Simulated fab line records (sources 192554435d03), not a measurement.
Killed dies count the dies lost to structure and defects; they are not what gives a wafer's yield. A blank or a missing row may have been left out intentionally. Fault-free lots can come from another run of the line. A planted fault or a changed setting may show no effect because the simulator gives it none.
Chamber matching + flow n5 finfet + pecvd-04 running N5_BEOL_M0_SAQP_PECVD_97: 3 sister chambers
The step deposits SiNx from SiH4/NH3/N2, target thk 23 nm, time 19.9 s. 6 wafers are shown with their chamber, then 9 later ones without.

== WAFERS, EACH WITH ITS CHAMBER ==
| wafer  | chamber | throttle valve pct (%) | showerhead plenum p Torr (Torr) |
|--------|---------|------------------------|---------------------------------|
| L082.2 | 1       | 43.1                   | 5.06                            |
| L084.2 | 0       | 40.8                   | 5.17                            |
| L084.4 | 2       | 40.1                   | 5.23                            |
| L088.1 | 2       | 40.2                   | 5.24                            |
| L088.2 | 1       | 43.2                   | 5.05                            |
| L088.3 | 0       | 40.9                   | 5.17                            |

== WAFERS WITHOUT THEIR CHAMBER ==
| wafer  | throttle valve pct (%) | showerhead plenum p Torr (Torr) |
|--------|------------------------|---------------------------------|
| L089.1 | 40.7                   | 5.17                            |
| L089.4 | 40.2                   | 5.23                            |
| L089.6 | 40.8                   | 5.19                            |
| L090.1 | 40.9                   | 5.17                            |
| L090.2 | 40.1                   | 5.23                            |
| L090.5 | 43.2                   | 5.07                            |
| L092.1 | 43.0                   | 5.05                            |
| L092.3 | 40.9                   | 5.17                            |
| L092.6 | 43.3                   | 5.04                            |

== EACH ONE'S CHAMBER ==
| wafer  | from the rows above | in truth |
|--------|---------------------|----------|
| L089.1 | 0                   | 0        |
| L089.4 | 2                   | 2        |
| L089.6 | 0                   | 0        |
| L090.1 | 0                   | 0        |
| L090.2 | 2                   | 2        |
| L090.5 | 1                   | 1        |
| L092.1 | 1                   | 1        |
| L092.3 | 0                   | 0        |
| L092.6 | 1                   | 1        |
Correctly placed: 9 of 9. Left unplaced by these rows: 0. 0 placed wrongly.
How it was worked out, from the rows above alone: a wafer's distance from a chamber is the root of the sum, over the readings, of the square of ((its reading less the chamber's mean) divided by the reading's scatter). If the next closest chamber is less than 2 further off than the closest, the wafer can't be placed; otherwise it belongs to the closest. The mean given for a chamber averages the wafers shown for that chamber. The scatter: take each reading less its chamber's mean, square it, sum over the shown wafers, divide by the number of wafers less the number of chambers, and take the root.
